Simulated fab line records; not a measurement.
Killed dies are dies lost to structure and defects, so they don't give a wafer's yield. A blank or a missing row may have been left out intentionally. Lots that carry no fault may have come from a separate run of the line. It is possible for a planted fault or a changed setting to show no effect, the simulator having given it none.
fab line records | flow n5Finfet | part 2 of 2: steps 23 to 28 of 28
record: lots: 5 | wafers: 15 | lastDay: 19
route steps=1938 shown WELL_APT@47 PMOS_HMC_CHANNEL_EPI@57
lots that met no fault: from a run of the same line without faults
startH: start of the lot's first displayed wafer, in hours after the record's first day | waitH: how many hours have passed since the lot's step before this one | " same as the row above | L1.1+2: one row covering several wafers at once | - either no value or no given start | * or withheld: withheld | < > ~ a bound
route shown NAME@n: names a module that has steps shown in the file, with the first one's number in the route | usual: mean/standard deviation taken from wafers without a fault | same: alike in all rows | chamber/n: place in a boat | sites: each site's reading | _std_site: standard deviation of those values | _edge_site: mean of outer sites minus mean of inner sites | radiusMm: how far each site lies from the wafer's centre | mask NAME#n: copy n | behind: the most recent tool/chamber to have shaped the wafer | hold: what put the lot on hold/how long, in hours/how the hold closed | device: which transistor (n, p or np) failed to switch | end of line: the route-end tests of the same wafers | a step without rows: its recipe alone | killed: dies lost to structure and defects at the first sort, not the wafer's yield | map: shows each die of a wafer: x if killed, . if not, _ if none is there
set.NAME: the run value of the setting; set.NAME@STEP: its run value at that earlier step | model.NAME: the simulator's own value behind a step, which no gauge read
lots at selected steps of the route; one table per step, one row per wafer
services: the hour from which a tool's chamber was out of use, counted from the record's first day as startH (under 0 if before that day), plus the number of hours and why
== steps ==
step: N5_PMOS_HMC_CHANNEL_EPI_ETCH_32
recipe: chemistry: N2/H2 | target: BARC | stopOn: SiO2 | targetDepthA: 858 | overEtchFrac: 0.3 | timeS: 50.3 | ionEnergyEv: 200 | maskMaterial: CAR-ArF-block | pressureMtorr: 30 | sourceW: 840 | biasW: 150 | n2FlowSccm: 200 | h2FlowSccm: 200
usual: chamberPressureMTorr: 30.000/0.028 | drypumpMotorCurrentA: 5.7/0.43 | oesProductAu: 0.66/0.069 | rfVppV: 523.5/2.7 | showerheadPlenumPTorr: 2.53/0.089 | throttleValvePct: 17.95/0.21
lot.wafer | tool       | chamber | startH | waitH | chamberPressureMTorr | drypumpMotorCurrentA | oesProductAu | rfHoursCounterH | rfVppV | showerheadPlenumPTorr | throttleValvePct
L075.1    | rieDiel-02 | 0       | 23.07  | 0.0   | 29.992               | 5.7                  | 0.59         | 228             | 522.7  | 2.51                  | 18.02
L075.4    | "          | 1       | "      | "     | 29.968               | 6.3                  | 0.61         | 230             | 525.1  | 2.61                  | 18.05
L075.5    | "          | 3       | "      | "     | 30.005               | 5.8                  | 0.72         | -               | 520.7  | 2.49                  | 18.10
L080.2    | rieDiel-06 | 3       | 53.43  | 0.0   | 30.006               | 5.5                  | 0.62         | 168             | 524.1  | 2.54                  | 18.09
L080.4    | "          | 1       | "      | "     | 29.993               | 5.6                  | 0.63         | 176             | 525.8  | 2.64                  | 18.23
L080.6    | "          | 1       | "      | "     | 29.956               | 5.6                  | 0.63         | -               | 526.1  | 2.64                  | 18.24
L086.1    | rieDiel-03 | 1       | 89.89  | 0.0   | 30.054               | 6.0                  | 0.63         | 197             | 524.5  | 2.63                  | 18.07
L086.5    | "          | 2       | "      | "     | 29.995               | 5.3                  | 0.63         | -               | 520.1  | 2.41                  | 18.03
L086.6    | "          | 3       | "      | "     | 30.028               | 5.5                  | 0.58         | -               | 519.5  | 2.40                  | 18.02
L093.1    | rieDiel-06 | 3       | 131.29 | 0.0   | 30.017               | 5.4                  | 0.60         | 190             | 522.6  | 2.53                  | 18.12
L093.2    | "          | 1       | "      | "     | 30.019               | 5.6                  | 0.61         | 198             | 528.2  | 2.63                  | 18.26
L093.6    | "          | 1       | "      | "     | 29.998               | 5.6                  | 0.61         | -               | 526.1  | 2.63                  | 18.25
L097.3    | rieDiel-02 | 1       | 155.97 | 0.0   | 30.030               | 6.3                  | 0.79         | 16              | 526.0  | 2.59                  | 17.67
L097.4    | "          | 3       | "      | "     | 30.060               | 5.8                  | 0.68         | 83              | 522.2  | 2.47                  | 18.16
L097.6    | "          | 2       | "      | "     | 30.012               | 6.0                  | 0.64         | -               | 526.2  | 2.64                  | 17.84
step: N5_PMOS_HMC_CHANNEL_EPI_HM_OPEN_15
recipe: chemistry: CHF3/O2 | target: SiO2 | maskMaterial: CAR-ArF-block | targetDepthA: 406 | CHF3_flow_sccm: 50 | O2_flow_sccm: 5 | Ar_flow_sccm: 200 | timeS: 20.3 | pressureMtorr: 30 | sourceW: 650 | biasW: 170 | ionEnergyEv: 200
usual: chamberPressureMTorr: 29.997/0.027 | drypumpMotorCurrentA: 5.7/0.43 | oesProductAu: 0.77/0.083 | rfVppV: 523/4.4 | showerheadPlenumPTorr: 2.41/0.084 | throttleValvePct: 18.99/0.19
lot.wafer | tool       | chamber | startH | waitH | chamberPressureMTorr | drypumpMotorCurrentA | oesProductAu | rfHoursCounterH | rfVppV | showerheadPlenumPTorr | throttleValvePct
L075.1    | rieDiel-02 | 0       | 23.11  | 0.0   | 29.971               | 5.6                  | 0.69         | 228             | 517    | 2.39                  | 19.11
L075.4    | "          | 1       | "      | "     | 30.024               | 6.3                  | 0.71         | 230             | 521    | 2.48                  | 19.01
L075.5    | "          | 3       | "      | "     | 29.994               | 5.8                  | 0.86         | -               | 519    | 2.35                  | 19.15
L080.2    | rieDiel-06 | 3       | 53.47  | 0.0   | 29.966               | 5.5                  | 0.73         | 168             | 521    | 2.41                  | 19.17
L080.4    | "          | 1       | "      | "     | 30.019               | 5.6                  | 0.74         | 176             | 528    | 2.49                  | 19.20
L080.6    | "          | 1       | "      | "     | 29.976               | 5.6                  | 0.73         | -               | 531    | 2.49                  | 19.20
L086.1    | rieDiel-03 | 1       | 89.93  | 0.0   | 30.024               | 6.1                  | 0.74         | 197             | 530    | 2.49                  | 18.98
L086.5    | "          | 2       | "      | "     | 29.971               | 5.3                  | 0.72         | -               | 523    | 2.29                  | 19.06
L086.6    | "          | 3       | "      | "     | 30.016               | 5.5                  | 0.67         | -               | 521    | 2.28                  | 19.05
L093.1    | rieDiel-06 | 3       | 131.35 | 0.0   | 29.963               | 5.5                  | 0.70         | 190             | 521    | 2.40                  | 19.21
L093.2    | "          | 1       | "      | "     | 29.993               | 5.6                  | 0.71         | 198             | 531    | 2.48                  | 19.24
L093.6    | "          | 1       | "      | "     | 30.047               | 5.6                  | 0.71         | -               | 529    | 2.48                  | 19.25
L097.3    | rieDiel-02 | 1       | 156.01 | 0.0   | 30.017               | 6.3                  | 0.92         | 17              | 521    | 2.47                  | 18.68
L097.4    | "          | 3       | "      | "     | 29.984               | 5.8                  | 0.81         | 83              | 517    | 2.34                  | 19.22
L097.6    | "          | 2       | "      | "     | 30.025               | 6.0                  | 0.75         | -               | 525    | 2.51                  | 18.97
step: N5_PMOS_HMC_CHANNEL_EPI_STRIP_33
recipe: chemistry: N2/H2 | powerW: 500 | tempC: 40 | pressureMtorr: 50 | rfFrequencyHz: 6e+07 | overashFraction: 0.3 | biasPowerW: 8 | h2Frac: 0.5 | n2FlowSccm: 300 | h2FlowSccm: 300
usual: chamberPressureMTorr: 50.01/0.091 | drypumpMotorCurrentA: 5.7/0.43 | oesProductAu: 0.77/0.085 | rfVppV: 54.3/1.7 | showerheadPlenumPTorr: 3.35/0.11 | throttleValvePct: 18.98/0.29
same: overashFraction: 0.3
lot.wafer | tool       | chamber | startH | waitH | chamberPressureMTorr | drypumpMotorCurrentA | oesProductAu | rfHoursCounterH | rfVppV | showerheadPlenumPTorr | throttleValvePct
L075.1    | rieDiel-02 | 0       | 23.17  | 0.0   | 49.90                | 5.6                  | 0.71         | 228             | 56.2   | 3.31                  | 19.02
L075.4    | "          | 1       | "      | "     | 50.00                | 6.3                  | 0.74         | 230             | 52.9   | 3.44                  | 19.31
L075.5    | "          | 3       | "      | "     | 50.08                | 5.8                  | 0.85         | -               | 52.9   | 3.29                  | 18.97
L080.2    | rieDiel-06 | 3       | 53.53  | 0.0   | 50.00                | 5.4                  | 0.71         | 168             | 55.0   | 3.36                  | 18.94
L080.4    | "          | 1       | "      | "     | 49.98                | 5.6                  | 0.73         | 176             | 57.0   | 3.48                  | 19.33
L080.6    | "          | 1       | "      | "     | 50.02                | 5.6                  | 0.71         | -               | 56.5   | 3.48                  | 19.32
L086.1    | rieDiel-03 | 1       | 89.99  | 0.0   | 50.00                | 6.1                  | 0.73         | 197             | 53.4   | 3.47                  | 19.51
L086.5    | "          | 2       | "      | "     | 49.90                | 5.3                  | 0.73         | -               | 53.9   | 3.19                  | 19.09
L086.6    | "          | 3       | "      | "     | 50.14                | 5.5                  | 0.67         | -               | 52.0   | 3.18                  | 18.91
L093.1    | rieDiel-06 | 3       | 131.43 | 0.1   | 50.04                | 5.5                  | 0.72         | 191             | 54.6   | 3.35                  | 19.00
L093.2    | "          | 1       | "      | "     | 49.97                | 5.6                  | 0.71         | 198             | 56.8   | 3.47                  | 19.37
L093.6    | "          | 1       | "      | "     | 50.06                | 5.6                  | 0.72         | -               | 53.4   | 3.47                  | 19.38
L097.3    | rieDiel-02 | 1       | 156.06 | 0.0   | 50.02                | 6.3                  | 0.94         | 17              | 52.2   | 3.42                  | 19.01
L097.4    | "          | 3       | "      | "     | 49.93                | 5.8                  | 0.80         | 83              | 55.3   | 3.27                  | 19.05
L097.6    | "          | 2       | "      | "     | 50.03                | 6.0                  | 0.75         | -               | 52.8   | 3.48                  | 18.78
step: N5_PMOS_HMC_CHANNEL_EPI_STRIP_17
recipe: chemistry: SPM | timeS: 750 | tempC: 130 | h2so4H2o2VolRatio: 4 | dry: ipaMarangoni
lot.wafer  | tool        | chamber | startH | waitH
L075.1+4+5 | wetBench-02 | 5,0,3   | 23.24  | -
L080.2+4+6 | wetBench-01 | 6,3,4   | 53.59  | -
L086.1+5+6 | wetBench-01 | 1,4,5   | 90.06  | -
L093.1+2+6 | wetBench-06 | 1,3,4   | 131.52 | -
L097.3+4+6 | wetBench-06 | 6,3,0   | 156.13 | -
step: N5_PMOS_HMC_CHANNEL_EPI_ETCH_38
recipe: chemistry: CF4 | target: SiO2 | targetDepthA: 15 | ionEnergyEv: 350 | pressureMtorr: 10 | icpW: 800 | biasW: 400 | cf4FlowSccm: 80
usual: chamberPressureMTorr: 9.999/0.0086 | drypumpMotorCurrentA: 5.8/0.41 | oesProductAu: 1.001/0.023 | throttleValvePct: 21.70/0.27
lot.wafer | tool     | chamber | startH | waitH | chamberPressureMTorr | drypumpMotorCurrentA | oesProductAu | rfHoursCounterH | throttleValvePct
L075.1    | rieSi-06 | 3       | 23.47  | 0.0   | 10.004               | 5.9                  | 0.975        | 180             | 22.17
L075.4    | "        | 1       | "      | "     | 9.998                | 5.7                  | 1.028        | 177             | 21.86
L075.5    | "        | 1       | "      | "     | 10.001               | 5.7                  | 1.023        | -               | 21.89
L080.2    | rieSi-01 | 2       | 53.85  | 0.0   | 9.995                | 6.4                  | 0.997        | 3               | 21.51
L080.4    | "        | 1       | "      | "     | 10.008               | 6.1                  | 0.987        | 5               | 21.46
L080.6    | "        | 0       | "      | "     | 10.004               | 6.2                  | 1.029        | -               | 21.92
L086.1    | rieSi-01 | 3       | 90.31  | 0.0   | 9.988                | 5.9                  | 0.985        | 19              | 21.77
L086.5    | "        | 3       | "      | "     | 9.989                | 5.8                  | 0.993        | -               | 21.75
L086.6    | "        | 0       | "      | "     | 9.999                | 6.2                  | 1.025        | -               | 21.92
L093.1    | rieSi-06 | 2       | 131.75 | 0.0   | 10.000               | 5.0                  | 1.026        | 158             | 21.40
L093.2    | "        | 3       | "      | "     | 9.978                | 6.0                  | 0.978        | 182             | 22.17
L093.6    | "        | 0       | "      | "     | 9.998                | 5.8                  | 0.976        | -               | 21.42
L097.3    | rieSi-01 | 1       | 156.37 | 0.0   | 9.985                | 6.0                  | 0.977        | 7               | 21.44
L097.4    | "        | 3       | "      | "     | 10.007               | 5.9                  | 0.978        | 20              | 21.74
L097.6    | "        | 3       | "      | "     | 10.001               | 5.9                  | 0.983        | -               | 21.77
step: N5_PMOS_HMC_CHANNEL_EPI_FIN_RECESS_16
recipe: chemistry: HBr/Cl2 | target: Si | maskMaterial: SiO2 | targetDepthA: 540 | timeS: 18 | pressureMtorr: 10 | icpW: 800 | biasW: 75 | HBr_flow_sccm: 150 | Cl2_flow_sccm: 80
usual: chamberPressureMTorr: 10.000/0.0091 | drypumpMotorCurrentA: 5.8/0.41 | mfcCl2Sccm: 79.98/0.23 | oesProductAu: 1.000/0.022 | throttleValvePct: 35.4/0.31
lot.wafer | tool     | chamber | startH | waitH | chamberPressureMTorr | drypumpMotorCurrentA | mfcCl2Sccm | oesProductAu | rfHoursCounterH | throttleValvePct
L075.1    | rieSi-06 | 3       | 23.49  | 0.0   | 10.012               | 6.0                  | 80.11      | 0.982        | 180             | 35.8
L075.4    | "        | 1       | "      | "     | 10.002               | 5.7                  | 79.78      | 1.035        | 177             | 35.6
L075.5    | "        | 1       | "      | "     | 10.003               | 5.7                  | 79.67      | 1.032        | -               | 35.6
L080.2    | rieSi-01 | 2       | 53.87  | 0.0   | 9.992                | 6.4                  | 79.76      | 0.985        | 3               | 35.2
L080.4    | "        | 1       | "      | "     | 9.996                | 6.1                  | 79.71      | 0.984        | 5               | 35.1
L080.6    | "        | 0       | "      | "     | 9.994                | 6.2                  | 79.92      | 1.039        | -               | 35.8
L086.1    | rieSi-01 | 3       | 90.33  | 0.0   | 10.001               | 5.8                  | 79.70      | 0.980        | 19              | 35.5
L086.5    | "        | 3       | "      | "     | 10.006               | 5.9                  | 80.06      | 0.991        | -               | 35.5
L086.6    | "        | 0       | "      | "     | 9.999                | 6.2                  | 79.70      | 1.028        | -               | 35.8
L093.1    | rieSi-06 | 2       | 131.77 | 0.0   | 10.016               | 5.0                  | 79.91      | 1.001        | 158             | 35.0
L093.2    | "        | 3       | "      | "     | 9.986                | 6.0                  | 79.55      | 0.970        | 182             | 35.9
L093.6    | "        | 0       | "      | "     | 9.983                | 5.9                  | 79.88      | 0.982        | -               | 35.3
L097.3    | rieSi-01 | 1       | 156.39 | 0.0   | 10.013               | 6.0                  | 80.01      | 0.972        | 7               | 35.1
L097.4    | "        | 3       | "      | "     | 10.004               | 5.9                  | 80.13      | 0.988        | 20              | 35.5
L097.6    | "        | 3       | "      | "     | 10.015               | 5.9                  | 79.85      | 0.984        | -               | 35.5
== services ==
tool           | chamber | startH | hours | kind
arfiScanner-01 | -       | 3.23   | 0.5   | repair
rieSi-06       | 0       | 4.99   | 9.0   | repair
wetBench-01    | -       | 16.25  | 7.4   | repair
rieDiel-03     | 0       | 17.61  | 9.8   | repair
arfiScanner-01 | -       | 20.27  | 1.3   | pm
rieDiel-06     | -       | 23.74  | 1.3   | repair
rieSi-01       | 1       | 27.90  | 2.2   | repair
arfiScanner-01 | -       | 28.08  | 3.9   | pm
rieDiel-06     | 0       | 28.99  | 6.7   | repair
pecvd-01       | -       | 42.77  | 2.8   | pm
arfiScanner-02 | -       | 47.63  | 1.0   | repair
pecvd-04       | -       | 54.74  | 2.2   | repair
arfiScanner-01 | -       | 63.22  | 0.8   | pm
implanter-02   | -       | 77.95  | 7.5   | pm
rieSi-06       | 1       | 78.48  | 1.5   | repair
arfiScanner-02 | -       | 83.24  | 4.8   | pm
epiRpcvd-02    | -       | 84.66  | 0.5   | pm
arfiScanner-02 | -       | 88.04  | 1.0   | pm
rieSi-01       | -       | 88.11  | 0.8   | repair
arfiScanner-02 | -       | 89.78  | 1.1   | repair
arfiScanner-01 | -       | 90.00  | 1.0   | pm
rieDiel-03     | 1       | 92.93  | 14.9  | repair
rieDiel-06     | 2       | 125.76 | 11.1  | repair
rieDiel-03     | 1       | 145.19 | 1.6   | repair
